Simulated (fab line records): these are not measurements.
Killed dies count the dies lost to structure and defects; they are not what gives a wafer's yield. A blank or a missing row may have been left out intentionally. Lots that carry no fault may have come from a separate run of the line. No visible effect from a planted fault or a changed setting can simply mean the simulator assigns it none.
Matching of chambers | flow nand_harc | NHARC_A_CHANNEL_HOLE_D1_ETCH_16 on rie_diel-02: 4 sister chambers
The step etches the open film in O2/COS, target depth 3100 nm, time 806 s. 4 wafers are shown with their chamber, then 10 later ones without.

== WAFERS WITH THEIR CHAMBER ==
wafer  | chamber | showerhead_plenum_p_Torr (Torr)
L782.3 | 1       | 3.24
L783.5 | 0       | 2.93
L785.4 | 2       | 3.00
L786.5 | 3       | 3.18

== WAFERS MISSING THEIR CHAMBER ==
wafer  | showerhead_plenum_p_Torr (Torr)
L786.6 | 2.93
L787.2 | 3.24
L787.3 | 3.18
L787.4 | 2.99
L788.4 | 3.24
L788.5 | 2.99
L788.6 | 3.18
L789.3 | 3.17
L789.4 | 3.24
L789.5 | 3.24

== THE CHAMBER EACH PASSED THROUGH ==
wafer  | from the rows above | in truth
L786.6 | 0                   | 0
L787.2 | 1                   | 1
L787.3 | 3                   | 3
L787.4 | 2                   | 2
L788.4 | 1                   | 1
L788.5 | 2                   | 2
L788.6 | 3                   | 3
L789.3 | 3                   | 3
L789.4 | 1                   | 1
L789.5 | 1                   | 1
10 of 10 placed correctly. Not placeable from these rows: 0. Number placed wrongly: 0.
How it was worked out, from the rows above alone: a wafer's distance from a chamber is the root of the sum, over the readings, of the square of ((its reading less the chamber's mean) divided by the reading's scatter). The wafer belongs to the nearest chamber; if the next one is less than 2 further off, it can't be placed. Each chamber's mean is taken over the wafers shown for it. The scatter (one wafer shown for each chamber): square how far every hidden wafer sits from the nearest shown wafer, average those squares and take the square root.
